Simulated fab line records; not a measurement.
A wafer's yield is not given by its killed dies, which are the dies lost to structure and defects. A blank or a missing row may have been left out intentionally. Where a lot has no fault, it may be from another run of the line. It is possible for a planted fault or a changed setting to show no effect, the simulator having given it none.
Which tool is to blame? || flow n5Finfet || 66 wafers from 22 lots sampled at 4 of the route's 1938 steps

WHAT EACH GAUGE READ, for each wafer
N5_BEOL_M0_INSPECT_127: inspects for defects (darkfield).
{"lot": "L074", "measured": "day 6 04:36", "on": "defectInspect-01", "rawDefectCount": "49 88 57"}
{"lot": "L075", "measured": "day 6 13:53", "on": "defectInspect-01", "rawDefectCount": "65 50 54"}
{"lot": "L076", "measured": "day 6 17:23", "on": "defectInspect-02", "rawDefectCount": "63 77 48"}
{"lot": "L077", "measured": "day 6 19:28", "on": "defectInspect-01", "rawDefectCount": "42 49 46"}
{"lot": "L078", "measured": "day 7 05:19", "on": "defectInspect-02", "rawDefectCount": "59 39 52"}
{"lot": "L079", "measured": "day 7 07:28", "on": "defectInspect-01", "rawDefectCount": "99 68 103"}
{"lot": "L080", "measured": "day 7 16:07", "on": "defectInspect-02", "rawDefectCount": "99 63 71"}
{"lot": "L081", "measured": "day 7 20:48", "on": "defectInspect-02", "rawDefectCount": "46 37 48"}
{"lot": "L082", "measured": "day 8 07:52", "on": "defectInspect-01", "rawDefectCount": "70 55 64"}
{"lot": "L083", "measured": "day 8 09:51", "on": "defectInspect-01", "rawDefectCount": "43 58 63"}
{"lot": "L084", "measured": "day 8 19:14", "on": "defectInspect-01", "rawDefectCount": "106 82 151"}
{"lot": "L085", "measured": "day 9 00:59", "on": "defectInspect-01", "rawDefectCount": "71 77 57"}
{"lot": "L086", "measured": "day 9 03:35", "on": "defectInspect-01", "rawDefectCount": "117 83 128"}
{"lot": "L087", "measured": "day 9 07:17", "on": "defectInspect-01", "rawDefectCount": "135 134 55"}
{"lot": "L088", "measured": "day 9 15:22", "on": "defectInspect-02", "rawDefectCount": "73 115 64"}
{"lot": "L089", "measured": "day 9 22:15", "on": "defectInspect-02", "rawDefectCount": "55 84 45"}
{"lot": "L090", "measured": "day 9 23:14", "on": "defectInspect-01", "rawDefectCount": "94 71 88"}
{"lot": "L091", "measured": "day 10 07:02", "on": "defectInspect-01", "rawDefectCount": "64 74 68"}
{"lot": "L093", "measured": "day 10 19:14", "on": "defectInspect-02", "rawDefectCount": "105 49 89"}
{"lot": "L095", "measured": "day 11 03:31", "on": "defectInspect-01", "rawDefectCount": "75 77 70"}
{"lot": "L096", "measured": "day 11 12:07", "on": "defectInspect-02", "rawDefectCount": "34 40 92"}
{"lot": "L097", "measured": "day 11 15:20", "on": "defectInspect-02", "rawDefectCount": "69 57 86"}

EACH LOT AND THE TOOL THAT RAN IT (in order: tool; ch and the chambers of the sampled wafers; start)
{"lot": "L074", "N5_BEOL_M0_ETCH_109": "rieDiel-01 ch 0,3, day 6 01:29", "N5_BEOL_M0_DEGAS_112": "pvdSputter-01, day 6 02:22", "N5_BEOL_M0_DEP_125": "pecvd-03 ch 0,1,2, day 6 04:31"}
{"lot": "L075", "N5_BEOL_M0_ETCH_109": "rieDiel-01 ch 1,2,3, day 6 11:14", "N5_BEOL_M0_DEGAS_112": "pvdSputter-03, day 6 11:45", "N5_BEOL_M0_DEP_125": "pecvd-03 ch 0,2, day 6 13:48"}
{"lot": "L076", "N5_BEOL_M0_ETCH_109": "rieDiel-01 ch 0,1,3, day 6 14:11", "N5_BEOL_M0_DEGAS_112": "pvdSputter-03, day 6 15:16", "N5_BEOL_M0_DEP_125": "pecvd-02 ch 0,1, day 6 17:17"}
{"lot": "L077", "N5_BEOL_M0_ETCH_109": "rieDiel-06 ch 0,3, day 6 16:55", "N5_BEOL_M0_DEGAS_112": "pvdSputter-01, day 6 17:19", "N5_BEOL_M0_DEP_125": "pecvd-03 ch 0,1,2, day 6 19:22"}
{"lot": "L078", "N5_BEOL_M0_ETCH_109": "rieDiel-01 ch 0,1,2, day 7 01:30", "N5_BEOL_M0_DEGAS_112": "pvdSputter-03, day 7 01:40", "N5_BEOL_M0_DEP_125": "pecvd-02 ch 0,1, day 7 05:13"}
{"lot": "L079", "N5_BEOL_M0_ETCH_109": "rieDiel-01 ch 0,1,3, day 7 04:35", "N5_BEOL_M0_DEGAS_112": "pvdSputter-02, day 7 04:55", "N5_BEOL_M0_DEP_125": "pecvd-04 ch 0,1,2, day 7 07:23"}
{"lot": "L080", "N5_BEOL_M0_ETCH_109": "rieDiel-06 ch 0,3, day 7 11:50", "N5_BEOL_M0_DEGAS_112": "pvdSputter-03, day 7 13:24", "N5_BEOL_M0_DEP_125": "pecvd-04 ch 1,2, day 7 16:02"}
{"lot": "L081", "N5_BEOL_M0_ETCH_109": "rieDiel-01 ch 0,1,3, day 7 17:23", "N5_BEOL_M0_DEGAS_112": "pvdSputter-01, day 7 18:43", "N5_BEOL_M0_DEP_125": "pecvd-02 ch 0,1,2, day 7 20:42"}
{"lot": "L082", "N5_BEOL_M0_ETCH_109": "rieDiel-06 ch 0,1,2, day 8 05:04", "N5_BEOL_M0_DEGAS_112": "pvdSputter-01, day 8 05:52", "N5_BEOL_M0_DEP_125": "pecvd-03 ch 1,2, day 8 07:46"}
{"lot": "L083", "N5_BEOL_M0_ETCH_109": "rieDiel-02 ch 0,2,3, day 8 06:27", "N5_BEOL_M0_DEGAS_112": "pvdSputter-03, day 8 07:04", "N5_BEOL_M0_DEP_125": "pecvd-02 ch 0,2, day 8 09:45"}
{"lot": "L084", "N5_BEOL_M0_ETCH_109": "rieDiel-06 ch 0,1,2, day 8 16:22", "N5_BEOL_M0_DEGAS_112": "pvdSputter-01, day 8 17:08", "N5_BEOL_M0_DEP_125": "pecvd-03 ch 1,2, day 8 19:08"}
{"lot": "L085", "N5_BEOL_M0_ETCH_109": "rieDiel-06 ch 0,3, day 8 21:10", "N5_BEOL_M0_DEGAS_112": "pvdSputter-03, day 8 21:25", "N5_BEOL_M0_DEP_125": "pecvd-03 ch 0,2, day 9 00:53"}
{"lot": "L086", "N5_BEOL_M0_ETCH_109": "rieDiel-01 ch 0,2,3, day 9 01:09", "N5_BEOL_M0_DEGAS_112": "pvdSputter-01, day 9 01:40", "N5_BEOL_M0_DEP_125": "pecvd-04 ch 0,1, day 9 03:30"}
{"lot": "L087", "N5_BEOL_M0_ETCH_109": "rieDiel-02 ch 0,1,2, day 9 04:06", "N5_BEOL_M0_DEGAS_112": "pvdSputter-03, day 9 04:30", "N5_BEOL_M0_DEP_125": "pecvd-03 ch 1,2, day 9 07:11"}
{"lot": "L088", "N5_BEOL_M0_ETCH_109": "rieDiel-02 ch 0,1,3, day 9 12:38", "N5_BEOL_M0_DEGAS_112": "pvdSputter-01, day 9 13:07", "N5_BEOL_M0_DEP_125": "pecvd-02 ch 0,1,2, day 9 15:16"}
{"lot": "L089", "N5_BEOL_M0_ETCH_109": "rieDiel-02 ch 0,2,3, day 9 19:34", "N5_BEOL_M0_DEGAS_112": "pvdSputter-02, day 9 20:10", "N5_BEOL_M0_DEP_125": "pecvd-04 ch 0,1,2, day 9 22:10"}
{"lot": "L090", "N5_BEOL_M0_ETCH_109": "rieDiel-01 ch 0,1, day 9 20:34", "N5_BEOL_M0_DEGAS_112": "pvdSputter-01, day 9 21:12", "N5_BEOL_M0_DEP_125": "pecvd-04 ch 0,2, day 9 23:08"}
{"lot": "L091", "N5_BEOL_M0_ETCH_109": "rieDiel-02 ch 1,2,3, day 10 03:59", "N5_BEOL_M0_DEGAS_112": "pvdSputter-02, day 10 04:26", "N5_BEOL_M0_DEP_125": "pecvd-04 ch 0,1, day 10 06:56"}
{"lot": "L093", "N5_BEOL_M0_ETCH_109": "rieDiel-02 ch 0,3, day 10 16:47", "N5_BEOL_M0_DEGAS_112": "pvdSputter-02, day 10 17:13", "N5_BEOL_M0_DEP_125": "pecvd-04 ch 1,2, day 10 19:08"}
{"lot": "L095", "N5_BEOL_M0_ETCH_109": "rieDiel-01 ch 1,2,3, day 10 23:32", "N5_BEOL_M0_DEGAS_112": "pvdSputter-01, day 11 01:22", "N5_BEOL_M0_DEP_125": "pecvd-03 ch 0,1,2, day 11 03:25"}
{"lot": "L096", "N5_BEOL_M0_ETCH_109": "rieDiel-01 ch 2,3, day 11 08:10", "N5_BEOL_M0_DEGAS_112": "pvdSputter-02, day 11 08:46", "N5_BEOL_M0_DEP_125": "pecvd-04 ch 0,1,2, day 11 12:02"}
{"lot": "L097", "N5_BEOL_M0_ETCH_109": "rieDiel-06 ch 1,3, day 11 11:18", "N5_BEOL_M0_DEGAS_112": "pvdSputter-02, day 11 11:41", "N5_BEOL_M0_DEP_125": "pecvd-04 ch 0,1, day 11 15:15"}
- N5_BEOL_M0_ETCH_109: etches SiCN in CH3F/O2, target depth 8 nm, overetch 2.4 nm, time 27.4 s.
- N5_BEOL_M0_DEGAS_112: time 60 s.
- N5_BEOL_M0_DEP_125: deposits SiCN from 3MS/NH3, target thk 8 nm, time 14 s.

WHAT THE TOOLS THEMSELVES READ (means of the sampled wafers that have a number; where no wafer has one, the mark that the record gives instead)
N5_BEOL_M0_ETCH_109.
{"lot": "L074", "tool": "rieDiel-01", "drypumpMotorCurrentA (A)": 6.0, "mfcArSccm (sccm)": 150.0, "oesProductAu (a.u.)": 0.68, "rfVppV (V)": 295.5, "showerheadPlenumPTorr (Torr)": 1.92, "throttleValvePct (%)": 16.43}
{"lot": "L075", "tool": "rieDiel-01", "drypumpMotorCurrentA (A)": 5.8, "mfcArSccm (sccm)": 150.0, "oesProductAu (a.u.)": 0.65, "rfVppV (V)": 297.4, "showerheadPlenumPTorr (Torr)": 1.97, "throttleValvePct (%)": 16.38}
{"lot": "L076", "tool": "rieDiel-01", "drypumpMotorCurrentA (A)": 5.7, "mfcArSccm (sccm)": 150.1, "oesProductAu (a.u.)": 0.67, "rfVppV (V)": 295.8, "showerheadPlenumPTorr (Torr)": 1.95, "throttleValvePct (%)": 16.41}
{"lot": "L077", "tool": "rieDiel-06", "drypumpMotorCurrentA (A)": 5.3, "mfcArSccm (sccm)": 149.5, "oesProductAu (a.u.)": 0.80, "rfVppV (V)": 300.3, "showerheadPlenumPTorr (Torr)": 2.12, "throttleValvePct (%)": 16.15}
{"lot": "L078", "tool": "rieDiel-01", "drypumpMotorCurrentA (A)": 5.9, "mfcArSccm (sccm)": 150.0, "oesProductAu (a.u.)": 0.61, "rfVppV (V)": 297.3, "showerheadPlenumPTorr (Torr)": 1.95, "throttleValvePct (%)": 16.49}
{"lot": "L079", "tool": "rieDiel-01", "drypumpMotorCurrentA (A)": 5.7, "mfcArSccm (sccm)": 150.2, "oesProductAu (a.u.)": 0.65, "rfVppV (V)": 296.6, "showerheadPlenumPTorr (Torr)": 1.94, "throttleValvePct (%)": 16.41}
{"lot": "L080", "tool": "rieDiel-06", "drypumpMotorCurrentA (A)": 5.2, "mfcArSccm (sccm)": 150.1, "oesProductAu (a.u.)": 0.76, "rfVppV (V)": 299.5, "showerheadPlenumPTorr (Torr)": 2.12, "throttleValvePct (%)": 16.18}
{"lot": "L081", "tool": "rieDiel-01", "drypumpMotorCurrentA (A)": 5.7, "mfcArSccm (sccm)": 150.3, "oesProductAu (a.u.)": 0.66, "rfVppV (V)": 295.9, "showerheadPlenumPTorr (Torr)": 1.94, "throttleValvePct (%)": 16.44}
{"lot": "L082", "tool": "rieDiel-06", "drypumpMotorCurrentA (A)": 5.8, "mfcArSccm (sccm)": 150.4, "oesProductAu (a.u.)": 0.74, "rfVppV (V)": 297.7, "showerheadPlenumPTorr (Torr)": 2.06, "throttleValvePct (%)": 16.29}
{"lot": "L083", "tool": "rieDiel-02", "drypumpMotorCurrentA (A)": 5.4, "mfcArSccm (sccm)": 150.1, "oesProductAu (a.u.)": 0.72, "rfVppV (V)": 298.2, "showerheadPlenumPTorr (Torr)": 2.03, "throttleValvePct (%)": 16.17}
{"lot": "L084", "tool": "rieDiel-06", "drypumpMotorCurrentA (A)": 5.8, "mfcArSccm (sccm)": 149.7, "oesProductAu (a.u.)": 0.74, "rfVppV (V)": 297.8, "showerheadPlenumPTorr (Torr)": 2.06, "throttleValvePct (%)": 16.30}
{"lot": "L085", "tool": "rieDiel-06", "drypumpMotorCurrentA (A)": 5.2, "mfcArSccm (sccm)": 149.8, "oesProductAu (a.u.)": 0.75, "rfVppV (V)": 300.2, "showerheadPlenumPTorr (Torr)": 2.11, "throttleValvePct (%)": 16.21}
{"lot": "L086", "tool": "rieDiel-01", "drypumpMotorCurrentA (A)": 6.1, "mfcArSccm (sccm)": 149.8, "oesProductAu (a.u.)": 0.71, "rfVppV (V)": 295.1, "showerheadPlenumPTorr (Torr)": 1.93, "throttleValvePct (%)": 16.31}
{"lot": "L087", "tool": "rieDiel-02", "drypumpMotorCurrentA (A)": 5.7, "mfcArSccm (sccm)": 150.4, "oesProductAu (a.u.)": 0.71, "rfVppV (V)": 299.0, "showerheadPlenumPTorr (Torr)": 2.05, "throttleValvePct (%)": 16.06}
{"lot": "L088", "tool": "rieDiel-02", "drypumpMotorCurrentA (A)": 5.4, "mfcArSccm (sccm)": 149.8, "oesProductAu (a.u.)": 0.71, "rfVppV (V)": 296.8, "showerheadPlenumPTorr (Torr)": 1.99, "throttleValvePct (%)": 16.14}
{"lot": "L089", "tool": "rieDiel-02", "drypumpMotorCurrentA (A)": 5.4, "mfcArSccm (sccm)": 150.1, "oesProductAu (a.u.)": 0.71, "rfVppV (V)": 298.2, "showerheadPlenumPTorr (Torr)": 2.02, "throttleValvePct (%)": 16.21}
{"lot": "L090", "tool": "rieDiel-01", "drypumpMotorCurrentA (A)": 5.8, "mfcArSccm (sccm)": 149.9, "oesProductAu (a.u.)": 0.60, "rfVppV (V)": 295.7, "showerheadPlenumPTorr (Torr)": 1.92, "throttleValvePct (%)": 16.57}
{"lot": "L091", "tool": "rieDiel-02", "drypumpMotorCurrentA (A)": 5.3, "mfcArSccm (sccm)": 149.9, "oesProductAu (a.u.)": 0.69, "rfVppV (V)": 297.5, "showerheadPlenumPTorr (Torr)": 2.01, "throttleValvePct (%)": 16.18}
{"lot": "L093", "tool": "rieDiel-02", "drypumpMotorCurrentA (A)": 5.5, "mfcArSccm (sccm)": 150.3, "oesProductAu (a.u.)": 0.71, "rfVppV (V)": 296.8, "showerheadPlenumPTorr (Torr)": 2.00, "throttleValvePct (%)": 16.18}
{"lot": "L095", "tool": "rieDiel-01", "drypumpMotorCurrentA (A)": 5.8, "mfcArSccm (sccm)": 149.7, "oesProductAu (a.u.)": 0.68, "rfVppV (V)": 295.5, "showerheadPlenumPTorr (Torr)": 1.95, "throttleValvePct (%)": 16.31}
{"lot": "L096", "tool": "rieDiel-01", "drypumpMotorCurrentA (A)": 5.9, "mfcArSccm (sccm)": 150.0, "oesProductAu (a.u.)": 0.72, "rfVppV (V)": 296.5, "showerheadPlenumPTorr (Torr)": 1.94, "throttleValvePct (%)": 16.24}
{"lot": "L097", "tool": "rieDiel-06", "drypumpMotorCurrentA (A)": 5.6, "mfcArSccm (sccm)": 150.0, "oesProductAu (a.u.)": 0.70, "rfVppV (V)": 298.2, "showerheadPlenumPTorr (Torr)": 2.04, "throttleValvePct (%)": 16.29}

N5_BEOL_M0_DEGAS_112.
{"lot": "L074", "tool": "pvdSputter-01", "heaterPowerW (W)": 323}
{"lot": "L075", "tool": "pvdSputter-03", "heaterPowerW (W)": 292}
{"lot": "L076", "tool": "pvdSputter-03", "heaterPowerW (W)": 305}
{"lot": "L077", "tool": "pvdSputter-01", "heaterPowerW (W)": 332}
{"lot": "L078", "tool": "pvdSputter-03", "heaterPowerW (W)": 305}
{"lot": "L079", "tool": "pvdSputter-02", "heaterPowerW (W)": 332}
{"lot": "L080", "tool": "pvdSputter-03", "heaterPowerW (W)": 309}
{"lot": "L081", "tool": "pvdSputter-01", "heaterPowerW (W)": 332}
{"lot": "L082", "tool": "pvdSputter-01", "heaterPowerW (W)": 349}
{"lot": "L083", "tool": "pvdSputter-03", "heaterPowerW (W)": 335}
{"lot": "L084", "tool": "pvdSputter-01", "heaterPowerW (W)": 351}
{"lot": "L085", "tool": "pvdSputter-03", "heaterPowerW (W)": 303}
{"lot": "L086", "tool": "pvdSputter-01", "heaterPowerW (W)": 326}
{"lot": "L087", "tool": "pvdSputter-03", "heaterPowerW (W)": 324}
{"lot": "L088", "tool": "pvdSputter-01", "heaterPowerW (W)": 324}
{"lot": "L089", "tool": "pvdSputter-02", "heaterPowerW (W)": 348}
{"lot": "L090", "tool": "pvdSputter-01", "heaterPowerW (W)": 297}
{"lot": "L091", "tool": "pvdSputter-02", "heaterPowerW (W)": 331}
{"lot": "L093", "tool": "pvdSputter-02", "heaterPowerW (W)": 325}
{"lot": "L095", "tool": "pvdSputter-01", "heaterPowerW (W)": 328}
{"lot": "L096", "tool": "pvdSputter-02", "heaterPowerW (W)": 338}
{"lot": "L097", "tool": "pvdSputter-02", "heaterPowerW (W)": 345}

N5_BEOL_M0_DEP_125.
{"lot": "L074", "tool": "pecvd-03", "showerheadPlenumPTorr (Torr)": 3.670, "throttleValvePct (%)": 9.0}
{"lot": "L075", "tool": "pecvd-03", "showerheadPlenumPTorr (Torr)": 3.660, "throttleValvePct (%)": 9.3}
{"lot": "L076", "tool": "pecvd-02", "showerheadPlenumPTorr (Torr)": 3.662, "throttleValvePct (%)": 9.1}
{"lot": "L077", "tool": "pecvd-03", "showerheadPlenumPTorr (Torr)": 3.669, "throttleValvePct (%)": 8.9}
{"lot": "L078", "tool": "pecvd-02", "showerheadPlenumPTorr (Torr)": 3.664, "throttleValvePct (%)": 8.8}
{"lot": "L079", "tool": "pecvd-04", "showerheadPlenumPTorr (Torr)": 3.663, "throttleValvePct (%)": 9.1}
{"lot": "L080", "tool": "pecvd-04", "showerheadPlenumPTorr (Torr)": 3.655, "throttleValvePct (%)": 9.3}
{"lot": "L081", "tool": "pecvd-02", "showerheadPlenumPTorr (Torr)": 3.655, "throttleValvePct (%)": 9.0}
{"lot": "L082", "tool": "pecvd-03", "showerheadPlenumPTorr (Torr)": 3.672, "throttleValvePct (%)": 8.5}
{"lot": "L083", "tool": "pecvd-02", "showerheadPlenumPTorr (Torr)": 3.655, "throttleValvePct (%)": 8.8}
{"lot": "L084", "tool": "pecvd-03", "showerheadPlenumPTorr (Torr)": 3.666, "throttleValvePct (%)": 8.8}
{"lot": "L085", "tool": "pecvd-03", "showerheadPlenumPTorr (Torr)": 3.661, "throttleValvePct (%)": 9.2}
{"lot": "L086", "tool": "pecvd-04", "showerheadPlenumPTorr (Torr)": 3.657, "throttleValvePct (%)": 9.2}
{"lot": "L087", "tool": "pecvd-03", "showerheadPlenumPTorr (Torr)": 3.667, "throttleValvePct (%)": 8.7}
{"lot": "L088", "tool": "pecvd-02", "showerheadPlenumPTorr (Torr)": 3.656, "throttleValvePct (%)": 9.0}
{"lot": "L089", "tool": "pecvd-04", "showerheadPlenumPTorr (Torr)": 3.661, "throttleValvePct (%)": 9.0}
{"lot": "L090", "tool": "pecvd-04", "showerheadPlenumPTorr (Torr)": 3.666, "throttleValvePct (%)": 9.0}
{"lot": "L091", "tool": "pecvd-04", "showerheadPlenumPTorr (Torr)": 3.659, "throttleValvePct (%)": 9.2}
{"lot": "L093", "tool": "pecvd-04", "showerheadPlenumPTorr (Torr)": 3.658, "throttleValvePct (%)": 9.2}
{"lot": "L095", "tool": "pecvd-03", "showerheadPlenumPTorr (Torr)": 3.668, "throttleValvePct (%)": 9.1}
{"lot": "L096", "tool": "pecvd-04", "showerheadPlenumPTorr (Torr)": 3.659, "throttleValvePct (%)": 9.1}
{"lot": "L097", "tool": "pecvd-04", "showerheadPlenumPTorr (Torr)": 3.660, "throttleValvePct (%)": 9.0}

THE ANSWER, worked out from the rows above alone
Rule: the usual values come from the lots themselves. The widest of any qualifying gaps counts: lots, ordered by their means at a reading, are off when they make up no more than a third of the lots, leave a main group of 4 or more, and stand apart from it by 3 or more times the standard deviation of that group's means. Not used: any main group whose means are identical at the precision the tables above print for the reading. Also off: a lot with no number at a reading for which 4 or more lots have one. Any other lot the step has rows for is counted as sound. First the gauges in route order, then the tools' own readings, where a lot's mean is used as printed above. At the first step where some lot is off, the reading lying furthest off is the one used; lots without a number count as furthest.
Across all readings shown, no lot is off: no conclusion can be drawn from this.

WHAT THE SIMULATOR HAD PUT IN
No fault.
